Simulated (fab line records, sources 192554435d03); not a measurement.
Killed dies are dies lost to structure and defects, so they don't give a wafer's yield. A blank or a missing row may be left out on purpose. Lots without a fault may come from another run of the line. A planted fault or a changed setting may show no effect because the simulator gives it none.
fab line records | flow n5_finfet
record lots=7 wafers=39
route steps=1938 shown BEOL_M15@1809
start_h: hours from the record's first day to the start of the lot's first wafer shown | wait_h: hours since the lot's step before | " the same as in the row above | L1.1+2: a row that stands for several wafers | - no value, or no start given | * or withheld: withheld | < > ~ a bound
route shown NAME@n: a module of which the file shows steps, and the number in the route of the first | usual: mean/standard deviation of fault-free wafers | same: alike in all rows | chamber/n: place in a boat | sites: the reading at each site | _std_site: their standard deviation | _edge_site: outer sites' mean less inner sites' | radius_mm: how far each site lies from the wafer's centre | mask NAME#n: copy n | behind: the tool/chamber that last shaped the wafer | hold: why the lot was held/for how many hours/how that ended | device: the transistor (n, p or np) that didn't switch | end of line: the same wafers' tests at the end of the route | a step without rows: its recipe alone | killed: dies lost to structure and defects at the first sort, not the wafer's yield | map: a wafer's dies, x killed, . not, _ none there
set.NAME: the setting as run; set.NAME@STEP: as run at that earlier step | model.NAME: the simulator's own value behind a step, which no gauge read
lots whose settings were changed on purpose; a table a step, a row a wafer
## steps
# step N5_BEOL_M15_TRENCH_ETCH_34
# recipe chemistry=C4F8/O2/Ar target=SiO2 target_depth_a=8729.3 he_inner_torr=15 he_outer_torr=30 time_s=199 ion_energy_ev=800 pressure_mtorr=20 source_w=1905 bias_w=2040 Ar_flow_sccm=400 C4F8_flow_sccm=16 O2_flow_sccm=12
# columns lot.wafer tool chamber start_h wait_h set.time_s model.etch.depth_nm model.coat_of_BEOL_M15_COAT_22.thk_nm
L075.1 rie_diel-06 0 242.07 0.0 161.8 715.4 579.2
L075.2 " 2 " " 199 884.3 543.6
L075.3 " 1 " " 199 883.2 544.4
L075.4 " 3 " " 161.8 702 581.2
L075.5 " 2 " " 161.8 722.2 577.4
L075.6 " 1 " " 199 886.8 540.8
L076.1 rie_diel-04 1 259.68 0.0 199 874.2 544
L076.2 " 3 " " 199 882.2 540
L076.3 " 2 " " 199 857.1 550.6
L076.4 " 0 " " 199 869 550.8
L076.5 " 3 " " 199 881.2 539.2
L076.6 " 2 " " 199 856.8 553
L078.1 rie_diel-06 2 285.52 0.0 199 888.2 540.4
L078.2 " 3 " " 283.1 1225 471.2
L078.3 " 1 " " 283.1 1272 459.6
L078.4 " 3 " " 283.1 1228 470.2
L078.5 " 2 " " 199 888.7 534.8
L078.6 " 1 " " 199 897.7 536.8
L088.1 rie_diel-05 3 336.32 0.0 199 865.7 545.2
L088.2 " 0 " " 199 871.8 540.8
L088.3 " 1 " " 199 856.3 551.6
L088.4 " 2 " " 199 843.7 547.6
L088.5 " 2 " " 199 845.1 551.2
L088.6 " 3 " " 199 865.1 543.4
L087.3 rie_diel-04 1 340.26 0.1 199 889.4 537.8
L087.4 " 0 " " 199 858 548
L087.6 " 0 " " 199 858.8 546.8
L090.1 rie_diel-06 2 350.26 0.0 199 871.3 547
L090.2 " 3 " " 199 852.8 548.8
L090.3 " 1 " " 199 873.4 545.6
L090.4 " 0 " " 199 872.2 544.2
L090.5 " 0 " " 199 873.1 544.6
L090.6 " 3 " " 199 855.8 548.2
L093.1 rie_diel-05 0 375.35 0.0 107.1 467.9 627
L093.2 " 2 " " 199 857.2 547.6
L093.3 " 1 " " 199 851.6 555.8
L093.4 " 0 " " 107.1 468.7 625.6
L093.5 " 1 " " 107.1 464.6 629
L093.6 " 2 " " 199 851.8 549
# step N5_BEOL_M15_STRIP_36
# recipe chemistry=O2 power_w=600 temp_c=60 pressure_mtorr=30 rf_frequency_hz=6e+07 bias_power_w=0 overash_fraction=0.3 o2_flow_sccm=225
# step N5_BEOL_M15_ECD_47
# recipe material=Cu target_thk_a=18600
# step N5_BEOL_M15_ANNEAL_48
# recipe temp_c=225 time_s=90 ambient=N2
# step N5_BEOL_M15_CMP_49
# recipe stop_on=SiO2 t_overpolish_s=4.9 down_force_psi=2 platen_rpm=80 clearing_platen_down_force_psi=2 clearing_platen_rpm=80 post_cmp_clean=cu_alkaline target_thk_nm=850 clearing_platen_pad_velocity_m_s=1.5917 pad_velocity_m_s=1.5917
# columns lot.wafer tool chamber start_h wait_h set.time_s@BEOL_M15_TRENCH_ETCH_34 model.Cu_of_BEOL_M15_ECD_47.thk_nm
L075.3 cmp-04 2 245.40 0.2 199 860.2
L075.4 " 3 " " 161.8 679.4
L075.2 " 0 " " 199 860.6
L075.1 " 1 " " 161.8 695.8
L075.5 " 2 " " 161.8 699
L075.6 " 3 " " 199 863.4
L076.1 cmp-04 3 265.29 0.3 199 850.6
L076.4 " 0 " " 199 844.4
L076.3 " 1 " " 199 834.8
L076.2 " 2 " " 199 857.6
L076.5 " 3 " " 199 858.2
L076.6 " 0 " " 199 833
L078.4 cmp-02 0 288.68 0.2 283.1 1206
L078.2 " 1 " " 283.1 1201
L078.3 " 2 " " 283.1 1250
L078.1 " 3 " " 199 864
L078.5 " 0 " " 199 866.4
L078.6 " 1 " " 199 875
L088.3 cmp-04 3 341.05 0.2 199 832.8
L088.1 " 0 " " 199 842
L088.2 " 1 " " 199 850
L088.4 " 2 " " 199 820.2
L088.6 " 3 " " 199 841.2
L088.5 " 0 " " 199 821.2
L087.4 cmp-04 2 343.77 0.1 199 834.8
L087.3 " 3 " " 199 865.8
L087.6 " 2 " " 199 833.8
L090.2 cmp-02 1 356.12 0.2 199 828.8
L090.3 " 2 " " 199 850
L090.4 " 3 " " 199 848
L090.1 " 0 " " 199 847.8
L090.6 " 1 " " 199 831
L090.5 " 2 " " 199 850.6
L093.3 cmp-04 1 378.03 0.2 199 829.6
L093.4 " 2 " " 107.1 445.2
L093.1 " 3 " " 107.1 443.4
L093.2 " 0 " " 199 833.4
L093.5 " 1 " " 107.1 444.4
L093.6 " 2 " " 199 828.6
# step N5_BEOL_M15_THK_MEAS_50
# recipe thk_meas_gauge=xrf reads=Cu_of_BEOL_M15_ECD_47
# usual M15_THK=844/14
# columns lot.wafer tool chamber start_h wait_h set.time_s@BEOL_M15_TRENCH_ETCH_34 M15_THK[nm]
L075.1 film_metro-02 - 245.70 - 161.8 701
L075.2 " - " " 199 871
L075.3 " - " " 199 865
L075.4 " - " " 161.8 684
L075.5 " - " " 161.8 706
L075.6 " - " " 199 865
L076.1 film_metro-02 - 265.58 - 199 851
L076.2 " - " " 199 856
L076.3 " - " " 199 836
L076.4 " - " " 199 842
L076.5 " - " " 199 859
L076.6 " - " " 199 830
L078.1 film_metro-01 - 288.97 - 199 856
L078.2 " - " " 283.1 1189
L078.3 " - " " 283.1 1234
L078.4 " - " " 283.1 1199
L078.5 " - " " 199 861
L078.6 " - " " 199 867
L088.1 film_metro-01 - 341.34 - 199 844
L088.2 " - " " 199 846
L088.3 " - " " 199 833
L088.4 " - " " 199 822
L088.5 " - " " 199 825
L088.6 " - " " 199 845
L087.3 film_metro-02 - 344.07 - 199 869
L087.4 " - " " 199 838
L087.6 " - " " 199 836
L090.1 film_metro-02 - 356.41 - 199 841
L090.2 " - " " 199 824
L090.3 " - " " 199 848
L090.4 " - " " 199 847
L090.5 " - " " 199 848
L090.6 " - " " 199 822
L093.1 film_metro-01 - 378.33 - 107.1 445
L093.2 " - " " 199 837
L093.3 " - " " 199 835
L093.4 " - " " 107.1 448
L093.5 " - " " 107.1 444
L093.6 " - " " 199 830
# step N5_BEOL_M15_PRE_CLEAN_52
# recipe gas=NH3 time_s=15 temp_c=withheld rf_power_w=300
# step N5_BEOL_M15_DEP_53
# recipe material=SiCN target_thk_a=500 temp_c=withheld precursor=3MS/NH3 pressure_torr=3 rf_w=675 time_s=17.8
# step N5_BEOL_M15_RS_MEAS_54
# recipe thk_meas_gauge=four-point-probe reads=Cu_of_BEOL_M15_ECD_47+Ta_of_BEOL_M15_SPUTTER_44+TaN_of_BEOL_M15_SPUTTER_43
# usual M15_RS=0.0217/0.00034
# columns lot.wafer tool chamber start_h wait_h set.time_s@BEOL_M15_TRENCH_ETCH_34 M15_RS[ohm/sq]
L075.1 film_metro-02 - 245.82 0.0 161.8 0.0264
L075.2 " - " " 199 0.0213
L075.3 " - " " 199 0.0213
L075.4 " - " " 161.8 0.0270
L075.5 " - " " 161.8 0.0263
L075.6 " - " " 199 0.0212
L076.1 film_metro-01 - 265.71 0.0 199 0.0215
L076.2 " - " " 199 0.0214
L076.3 " - " " 199 0.0219
L076.4 " - " " 199 0.0216
L076.5 " - " " 199 0.0213
L076.6 " - " " 199 0.0220
L078.1 film_metro-02 - 289.10 0.0 199 0.0212
L078.2 " - " " 283.1 0.0152
L078.3 " - " " 283.1 0.0146
L078.4 " - " " 283.1 0.0151
L078.5 " - " " 199 0.0211
L078.6 " - " " 199 0.0209
L088.1 film_metro-01 - 341.47 0.0 199 0.0218
L088.2 " - " " 199 0.0216
L088.3 " - " " 199 0.0220
L088.4 " - " " 199 0.0223
L088.5 " - " " 199 0.0223
L088.6 " - " " 199 0.0218
L087.3 film_metro-02 - 344.20 0.1 199 0.0211
L087.4 " - " " 199 0.0219
L087.6 " - " " 199 0.0220
L090.1 film_metro-02 - 356.57 0.1 199 0.0216
L090.2 " - " " 199 0.0221
L090.3 " - " " 199 0.0216
L090.4 " - " " 199 0.0216
L090.5 " - " " 199 0.0215
L090.6 " - " " 199 0.0221
L093.1 film_metro-02 - 378.46 0.0 107.1 0.0418
L093.2 " - " " 199 0.0220
L093.3 " - " " 199 0.0221
L093.4 " - " " 107.1 0.0418
L093.5 " - " " 107.1 0.0419
L093.6 " - " " 199 0.0221
## key
split step=N5_BEOL_M15_TRENCH_ETCH_34 setting=time_s stated=199 by=wafer
response step=N5_BEOL_M15_TRENCH_ETCH_34 reading=model.etch.depth_nm change=+8.4 per=1% r=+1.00
response step=N5_BEOL_M15_TRENCH_ETCH_34 reading=model.coat_of_BEOL_M15_COAT_22.thk_nm change=-1.68 per=1% r=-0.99
response step=N5_BEOL_M15_CMP_49 reading=model.Cu_of_BEOL_M15_ECD_47.thk_nm change=+8.39 per=1% r=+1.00
response step=N5_BEOL_M15_THK_MEAS_50 reading=M15_THK change=+8.37 per=1% r=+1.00
response step=N5_BEOL_M15_RS_MEAS_54 reading=M15_RS change=-0.000298 per=1% r=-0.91
